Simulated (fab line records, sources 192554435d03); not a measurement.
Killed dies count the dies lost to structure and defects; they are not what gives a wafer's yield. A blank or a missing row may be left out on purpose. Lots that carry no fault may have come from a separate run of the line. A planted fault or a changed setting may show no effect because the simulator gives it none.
Which of the tools did it? :: flow n5_finfet :: Sampling: 9 lots, 25 wafers, 6 of 1938 route steps

== WHAT THE GAUGES READ, wafer by wafer ==
N5_BEOL_M4_RC_MEAS_101. Usual: DIBL_N 36.6 mV/V, standard deviation 2.1; DIBL_P 36.5 mV/V, standard deviation 2.7; IOFF_N 0.17 nA/um, standard deviation 0.043; IOFF_P 0.22 nA/um, standard deviation 0.045; ION_N 674 uA/um, standard deviation 17; ION_P 461 uA/um, standard deviation 9.9; SS_N 71.7 mV/dec, standard deviation 0.79; SS_P 73.4 mV/dec, standard deviation 0.79; VT_N 249 mV, standard deviation 4; VT_P -250 mV, standard deviation 3.3.
lot: L295
measured: day 8 23:49
on: prober-02
DIBL_N (mV/V): 37.2 31.8 34.4
DIBL_P (mV/V): 35.6 30.3 34.2
IOFF_N (nA/um): 0.18 0.10 0.14
IOFF_P (nA/um): 0.23 0.16 0.21
ION_N (uA/um): 672 658 681
ION_P (uA/um): 466 458 475
SS_N (mV/dec): 71.4 69.4 70.2
SS_P (mV/dec): 73.3 72.2 73.3
VT_N (mV): 247 253 250
VT_P (mV): -248 -252 -249
flag: 

lot: L298
measured: day 9 02:46
on: prober-01
DIBL_N (mV/V): 39.7 36.1 35.1
DIBL_P (mV/V): 39.8 32.2 33.3
IOFF_N (nA/um): 0.19 0.13 0.12
IOFF_P (nA/um): 0.27 0.15 0.17
ION_N (uA/um): 657 644 645
ION_P (uA/um): 452 439 449
SS_N (mV/dec): 71.8 70.9 70.6
SS_P (mV/dec): 75.0 72.2 72.6
VT_N (mV): 249 254 254
VT_P (mV): -248 -255 -255
flag: 

lot: L300
measured: day 9 16:56
on: prober-02
DIBL_N (mV/V): 39.1 41.6 41.1
DIBL_P (mV/V): 38.8 42.6 42.1
IOFF_N (nA/um): 0.20 0.28 0.23
IOFF_P (nA/um): 0.23 0.30 0.28
ION_N (uA/um): 668 695 702
ION_P (uA/um): 454 467 472
SS_N (mV/dec): 72.6 72.6 72.1
SS_P (mV/dec): 73.9 74.9 74.9
VT_N (mV): 249 243 247
VT_P (mV): -251 -248 -249
flag: 

lot: L302
measured: day 10 02:48
on: prober-01
DIBL_N (mV/V): 35.0 36.8 34.8
DIBL_P (mV/V): 36.0 37.5 35.0
IOFF_N (nA/um): 0.16 0.17 0.15
IOFF_P (nA/um): 0.23 0.24 0.20
ION_N (uA/um): 689 670 680
ION_P (uA/um): 474 458 468
SS_N (mV/dec): 71.0 71.2 70.5
SS_P (mV/dec): 73.7 73.5 72.8
VT_N (mV): 247 249 250
VT_P (mV): -247 -247 -251
flag: 

lot: L309
measured: day 12 06:08
on: prober-01
DIBL_N (mV/V): 36.4 31.1
DIBL_P (mV/V): 36.3 30.7
IOFF_N (nA/um): 0.14 0.09
IOFF_P (nA/um): 0.19 0.13
ION_N (uA/um): 658 644
ION_P (uA/um): 452 447
SS_N (mV/dec): 71.2 69.8
SS_P (mV/dec): 72.9 72.0
VT_N (mV): 255 257
VT_P (mV): -252 -255
flag: 

lot: L310
measured: day 12 10:00
on: prober-02
DIBL_N (mV/V): 37.2 39.3
DIBL_P (mV/V): 38.4 40.1
IOFF_N (nA/um): 0.15 0.21
IOFF_P (nA/um): 0.22 0.26
ION_N (uA/um): 660 677
ION_P (uA/um): 455 462
SS_N (mV/dec): 72.0 72.3
SS_P (mV/dec): 73.3 73.8
VT_N (mV): 252 245
VT_P (mV): -249 -247
flag: 

lot: L314
measured: day 12 20:22
on: prober-02
DIBL_N (mV/V): 35.6 35.8 37.1
DIBL_P (mV/V): 35.6 36.1 37.1
IOFF_N (nA/um): 0.15 0.16 0.19
IOFF_P (nA/um): 0.19 0.19 0.22
ION_N (uA/um): 665 681 673
ION_P (uA/um): 447 456 449
SS_N (mV/dec): 71.4 71.3 72.3
SS_P (mV/dec): 73.5 73.6 73.9
VT_N (mV): 252 250 246
VT_P (mV): -254 -254 -253
flag: 

lot: L315
measured: day 14 02:22
on: prober-02
DIBL_N (mV/V): 36.5 40.9 36.9
DIBL_P (mV/V): 38.2 43.3 38.2
IOFF_N (nA/um): 0.16 0.30 0.18
IOFF_P (nA/um): 0.23 0.37 0.23
ION_N (uA/um): 661 712 682
ION_P (uA/um): 455 483 462
SS_N (mV/dec): 71.5 72.4 71.4
SS_P (mV/dec): 74.0 75.4 74.2
VT_N (mV): 251 240 247
VT_P (mV): -251 -245 -251
flag: 

lot: L317
measured: day 14 08:18
on: prober-02
DIBL_N (mV/V): 38.0 37.7 35.5
DIBL_P (mV/V): 35.3 35.8 33.8
IOFF_N (nA/um): 0.19 0.16 0.14
IOFF_P (nA/um): 0.20 0.20 0.17
ION_N (uA/um): 693 654 680
ION_P (uA/um): 467 445 472
SS_N (mV/dec): 72.9 71.8 71.3
SS_P (mV/dec): 73.4 73.4 73.6
VT_N (mV): 246 251 251
VT_P (mV): -252 -252 -252
flag: 

N5_BEOL_M11_RS_MEAS_57: a four-point-probe measurement. Usual: M11_RS typically reads 0.153 ohm/sq, with standard deviation 0.0037.
lot: L295
measured: day 11 11:01
on: film_metro-01
M11_RS (ohm/sq): 0.159 0.160 0.152
flag: 

lot: L298
measured: day 11 20:17
on: film_metro-01
M11_RS (ohm/sq): 0.161 0.153 0.158
flag: 

lot: L300
measured: day 12 12:18
on: film_metro-02
M11_RS (ohm/sq): 0.149 0.149 0.156
flag: 

lot: L302
measured: day 12 19:04
on: film_metro-02
M11_RS (ohm/sq): 0.157 0.157 0.155
flag: 

lot: L309
measured: day 14 22:17
on: film_metro-02
M11_RS (ohm/sq): 0.149 0.149
flag: 

lot: L310
measured: day 15 05:46
on: film_metro-02
M11_RS (ohm/sq): 0.153 0.153
flag: 

lot: L314
measured: day 15 08:05
on: film_metro-01
M11_RS (ohm/sq): 0.149 0.149 0.149
flag: 

lot: L315
measured: day 16 19:15
on: film_metro-02
M11_RS (ohm/sq): 0.151 0.155 0.150
flag: 

lot: L317
measured: day 17 02:50
on: film_metro-01
M11_RS (ohm/sq): 0.151 0.149 0.152
flag: 

N5_BEOL_M12_THK_MEAS_01. Usual: M12_ILD_THK typically reads 655 nm, with standard deviation 11.
lot: L295
measured: day 11 11:13
on: film_metro-02
M12_ILD_THK (nm): 657 650 661
flag: 

lot: L298
measured: day 11 20:29
on: film_metro-02
M12_ILD_THK (nm): 647 641 650
flag: 

lot: L300
measured: day 12 12:29
on: film_metro-02
M12_ILD_THK (nm): 651 637 662
flag: 

lot: L302
measured: day 12 19:16
on: film_metro-01
M12_ILD_THK (nm): 651 668 665
flag: 

lot: L309
measured: day 14 22:32
on: film_metro-01
M12_ILD_THK (nm): 289 274
flag: OFF

lot: L310
measured: day 15 05:57
on: film_metro-02
M12_ILD_THK (nm): 643 281
flag: OFF

lot: L314
measured: day 15 08:16
on: film_metro-01
M12_ILD_THK (nm): 656 669 647
flag: 

lot: L315
measured: day 16 19:29
on: film_metro-01
M12_ILD_THK (nm): 641 660 647
flag: 

lot: L317
measured: day 17 03:04
on: film_metro-01
M12_ILD_THK (nm): 652 650 667
flag: 

== TOOL THAT RAN EACH LOT (tool first, then ch and the chambers of the sampled wafers, then the start) ==
lot: L295
N5_BEOL_M11_DEGAS_44: pvd_sputter-01, day 11 09:28
N5_BEOL_M11_PRE_CLEAN_45: pvd_sputter-01, day 11 09:31
N5_BEOL_M12_ILD_DEP_00: pecvd-03 ch 0,2, day 11 11:05

lot: L298
N5_BEOL_M11_DEGAS_44: pvd_sputter-03, day 11 18:01
N5_BEOL_M11_PRE_CLEAN_45: pvd_sputter-03, day 11 18:04
N5_BEOL_M12_ILD_DEP_00: pecvd-01 ch 0,1, day 11 20:22

lot: L300
N5_BEOL_M11_DEGAS_44: pvd_sputter-03, day 12 10:20
N5_BEOL_M11_PRE_CLEAN_45: pvd_sputter-03, day 12 10:22
N5_BEOL_M12_ILD_DEP_00: pecvd-03 ch 0,1,2, day 12 12:22

lot: L302
N5_BEOL_M11_DEGAS_44: pvd_sputter-03, day 12 17:05
N5_BEOL_M11_PRE_CLEAN_45: pvd_sputter-03, day 12 17:08
N5_BEOL_M12_ILD_DEP_00: pecvd-02 ch 0,1,2, day 12 19:08

lot: L309
N5_BEOL_M11_DEGAS_44: pvd_sputter-01, day 14 19:48
N5_BEOL_M11_PRE_CLEAN_45: pvd_sputter-01, day 14 19:50
N5_BEOL_M12_ILD_DEP_00: pecvd-03 ch 0,2, day 14 22:24

lot: L310
N5_BEOL_M11_DEGAS_44: pvd_sputter-03, day 15 03:59
N5_BEOL_M11_PRE_CLEAN_45: pvd_sputter-03, day 15 04:02
N5_BEOL_M12_ILD_DEP_00: pecvd-03 ch 0,2, day 15 05:49

lot: L314
N5_BEOL_M11_DEGAS_44: pvd_sputter-03, day 15 05:08
N5_BEOL_M11_PRE_CLEAN_45: pvd_sputter-03, day 15 05:10
N5_BEOL_M12_ILD_DEP_00: pecvd-01 ch 0,1,2, day 15 08:08

lot: L315
N5_BEOL_M11_DEGAS_44: pvd_sputter-01, day 16 16:24
N5_BEOL_M11_PRE_CLEAN_45: pvd_sputter-01, day 16 16:26
N5_BEOL_M12_ILD_DEP_00: pecvd-01 ch 0,1, day 16 19:19

lot: L317
N5_BEOL_M11_DEGAS_44: pvd_sputter-01, day 16 23:46
N5_BEOL_M11_PRE_CLEAN_45: pvd_sputter-01, day 16 23:49
N5_BEOL_M12_ILD_DEP_00: pecvd-02 ch 0,1, day 17 02:53
- N5_BEOL_M11_DEGAS_44: time 60 s.
- N5_BEOL_M11_PRE_CLEAN_45: time 30 s.
- N5_BEOL_M12_ILD_DEP_00: deposits SiOC from DEMS/O2, target thk 658.92 nm, time 130.7 s.

== AS READ BY THE TOOLS THEMSELVES (means over the sampled wafers that have a number; for cases with no such wafer, the mark the record gives instead) ==
N5_BEOL_M11_DEGAS_44. Usual: heater_power_w 347 W, standard deviation 52.
lot: L295
tool: pvd_sputter-01
heater_power_w (W): 383
flag: 

lot: L298
tool: pvd_sputter-03
heater_power_w (W): 328
flag: 

lot: L300
tool: pvd_sputter-03
heater_power_w (W): 328
flag: 

lot: L302
tool: pvd_sputter-03
heater_power_w (W): 318
flag: 

lot: L309
tool: pvd_sputter-01
heater_power_w (W): 392
flag: 

lot: L310
tool: pvd_sputter-03
heater_power_w (W): 310
flag: 

lot: L314
tool: pvd_sputter-03
heater_power_w (W): 309
flag: 

lot: L315
tool: pvd_sputter-01
heater_power_w (W): 368
flag: 

lot: L317
tool: pvd_sputter-01
heater_power_w (W): 366
flag: 

N5_BEOL_M11_PRE_CLEAN_45. Usual: heater_power_w 346 W, standard deviation 51.
lot: L295
tool: pvd_sputter-01
heater_power_w (W): 376
flag: 

lot: L298
tool: pvd_sputter-03
heater_power_w (W): 330
flag: 

lot: L300
tool: pvd_sputter-03
heater_power_w (W): 326
flag: 

lot: L302
tool: pvd_sputter-03
heater_power_w (W): 323
flag: 

lot: L309
tool: pvd_sputter-01
heater_power_w (W): 394
flag: 

lot: L310
tool: pvd_sputter-03
heater_power_w (W): 310
flag: 

lot: L314
tool: pvd_sputter-03
heater_power_w (W): 304
flag: 

lot: L315
tool: pvd_sputter-01
heater_power_w (W): 369
flag: 

lot: L317
tool: pvd_sputter-01
heater_power_w (W): 367
flag: 

N5_BEOL_M12_ILD_DEP_00. Usual: heater_power_w 517 W, standard deviation 94; run_length_s 175.6 s, standard deviation 0.71; showerhead_plenum_p_Torr 5.702 Torr, standard deviation 0.013; throttle_valve_pct 11.4 %, standard deviation 0.59.
lot: L295
tool: pecvd-03
heater_power_w (W): 511
run_length_s (s): 175.2
showerhead_plenum_p_Torr (Torr): 5.706
throttle_valve_pct (%): 10.8
flag: 

lot: L298
tool: pecvd-01
heater_power_w (W): 519
run_length_s (s): 175.5
showerhead_plenum_p_Torr (Torr): 5.688
throttle_valve_pct (%): 11.8
flag: 

lot: L300
tool: pecvd-03
heater_power_w (W): 594
run_length_s (s): 174.8
showerhead_plenum_p_Torr (Torr): 5.709
throttle_valve_pct (%): 11.3
flag: 

lot: L302
tool: pecvd-02
heater_power_w (W): 430
run_length_s (s): 176.3
showerhead_plenum_p_Torr (Torr): 5.698
throttle_valve_pct (%): 11.6
flag: 

lot: L309
tool: pecvd-03
heater_power_w (W): 527
run_length_s (s): 98.7
showerhead_plenum_p_Torr (Torr): 5.710
throttle_valve_pct (%): 11.1
flag: OFF

lot: L310
tool: pecvd-03
heater_power_w (W): 524
run_length_s (s): 136.7
showerhead_plenum_p_Torr (Torr): 5.704
throttle_valve_pct (%): 10.9
flag: OFF

lot: L314
tool: pecvd-01
heater_power_w (W): 500
run_length_s (s): 175.8
showerhead_plenum_p_Torr (Torr): 5.686
throttle_valve_pct (%): 11.7
flag: 

lot: L315
tool: pecvd-01
heater_power_w (W): 470
run_length_s (s): 175.5
showerhead_plenum_p_Torr (Torr): 5.689
throttle_valve_pct (%): 11.9
flag: 

lot: L317
tool: pecvd-02
heater_power_w (W): 460
run_length_s (s): 176.1
showerhead_plenum_p_Torr (Torr): 5.699
throttle_valve_pct (%): 11.7
flag: 

== THE ANSWER, worked out from the rows above alone ==
Rule: a lot counts as off when the mean over its wafers that have a number is more than 3 standard deviations away from the usual mean. A lot without any number at a reading at which 4 lots or more have one is off too. All remaining lots with rows at the step are treated as sound. First the gauges in route order, then the tools' own readings, where a lot's mean is used as printed above. The first step at which some lot is off is used, and at that step the reading that is off furthest; a lot without a number counts as furthest.
Off: L309, L310, at N5_BEOL_M12_THK_MEAS_01 (M12_ILD_THK).
A tool fits if, at a process step before that reading, it ran every lot that is off, and no sound lot after the first of them. Not tried: the gauges at N5_BEOL_M12_THK_MEAS_01; whatever is off there is also off at N5_BEOL_M12_ILD_DEP_00, on other tools, and gauge error can't account for it. One fits: N5_BEOL_M12_ILD_DEP_00 on pecvd-03. A fault onset in the window from L300 (day 12 12:22, its last sound lot) to L309 (day 14 22:24, its first lot off) fits.
On the lots that are off, the tool's own readings at N5_BEOL_M12_ILD_DEP_00 differ by more than 5 times the standard deviation of the sound lots' means, which bears it out; run_length_s reads 117.7 s there versus 175.6 s on the sound lots.

== WHAT WAS PUT IN BY THE SIMULATOR ==
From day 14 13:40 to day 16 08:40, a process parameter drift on pecvd-03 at N5_BEOL_M12_ILD_DEP_00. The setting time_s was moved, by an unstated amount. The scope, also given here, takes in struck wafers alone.
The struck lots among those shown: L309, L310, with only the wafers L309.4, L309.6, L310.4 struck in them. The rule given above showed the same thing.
